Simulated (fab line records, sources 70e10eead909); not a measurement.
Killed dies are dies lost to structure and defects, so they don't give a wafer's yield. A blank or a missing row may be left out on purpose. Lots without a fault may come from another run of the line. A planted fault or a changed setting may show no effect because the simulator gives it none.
Chamber matching | flow nand_harc | NHARC_P_M2_ETCH_15 on rie_diel-08: 4 sister chambers
The step etches the open film in C4F8/Ar, target depth 182.5 nm, time 91.2 s. 17 wafers are shown with their chamber, then 8 later ones without.

WAFERS WITH THEIR CHAMBER
wafer  | chamber | rf_vpp_V (V) | run_length_s (s) | oes_product_au (a.u.)
L548.1 | 2       | 441.5        | 112.7            | 0.928
L548.5 | 0       | 439.7        | 112.0            | 0.918
L548.6 | 3       | 443.1        | 112.3            | 0.926
L549.1 | 1       | 439.3        | 112.9            | 0.926
L549.2 | 0       | 437.8        | 111.9            | 0.931
L549.3 | 3       | 444.9        | 112.6            | 0.931
L550.2 | 3       | 446.2        | 112.3            | 0.925
L550.3 | 2       | 442.1        | 112.7            | 0.937
L553.1 | 2       | 442.2        | 112.9            | 0.964
L553.2 | 1       | 438.9        | 112.4            | 0.973
L563.2 | 3       | 444.1        | 112.5            | 0.978
L563.3 | 1       | 438.2        | 112.6            | 0.954
L563.6 | 1       | 439.8        | 112.7            | 0.953
L564.1 | 0       | 439.3        | 111.9            | 0.965
L564.4 | 3       | 445.4        | 112.5            | 0.951
L564.5 | 1       | 437.6        | 112.5            | 0.956
L567.1 | 3       | 445.2        | 112.3            | 0.928

SIGNATURES (means of the wafers above)
reading        | chamber 0 | chamber 1 | chamber 2 | chamber 3 | scatter within a chamber
rf_vpp_V       | 438.933   | 438.760   | 441.933   | 444.817   | 0.929
run_length_s   | 111.933   | 112.620   | 112.767   | 112.417   | 0.144
oes_product_au | 0.93800   | 0.95240   | 0.94300   | 0.93983   | 0.0201
Rule: a wafer's distance from a chamber is the root of the sum, over the readings, of the square of ((its reading less the chamber's mean) divided by the reading's scatter). The wafer belongs to the nearest chamber; if the next one is less than 2 further off, it can't be placed. The scatter: the root of (the sum of the squares of (reading less its chamber's mean) over the shown wafers, divided by (wafers less chambers)).

WAFERS WITHOUT THEIR CHAMBER
wafer  | rf_vpp_V (V) | run_length_s (s) | oes_product_au (a.u.)
L567.5 | 444.1        | 112.9            | 0.926
L567.6 | 441.0        | 112.9            | 0.930
L568.1 | 442.0        | 112.6            | 0.963
L568.4 | 445.1        | 113.2            | 0.956
L568.6 | 441.4        | 112.7            | 0.957
L570.2 | 438.7        | 112.5            | 0.987
L570.4 | 445.6        | 112.7            | 0.963
L570.6 | 439.3        | 113.2            | 0.975

WHICH CHAMBER EACH WENT THROUGH
wafer  | from the rows above     | in truth
L567.5 | can't be placed: 2 or 3 | 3
L567.6 | can't be placed: 2 or 1 | 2
L568.1 | can't be placed: 2 or 3 | 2
L568.4 | can't be placed: 2 or 3 | 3
L568.6 | can't be placed: 2 or 1 | 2
L570.2 | 1                       | 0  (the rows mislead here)
L570.4 | can't be placed: 3 or 2 | 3
L570.6 | can't be placed: 1 or 2 | 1
Placed correctly: 0 of 8. Can't be placed from these rows: 7 (the true chamber is among the candidates in 7). Placed wrongly: 1.
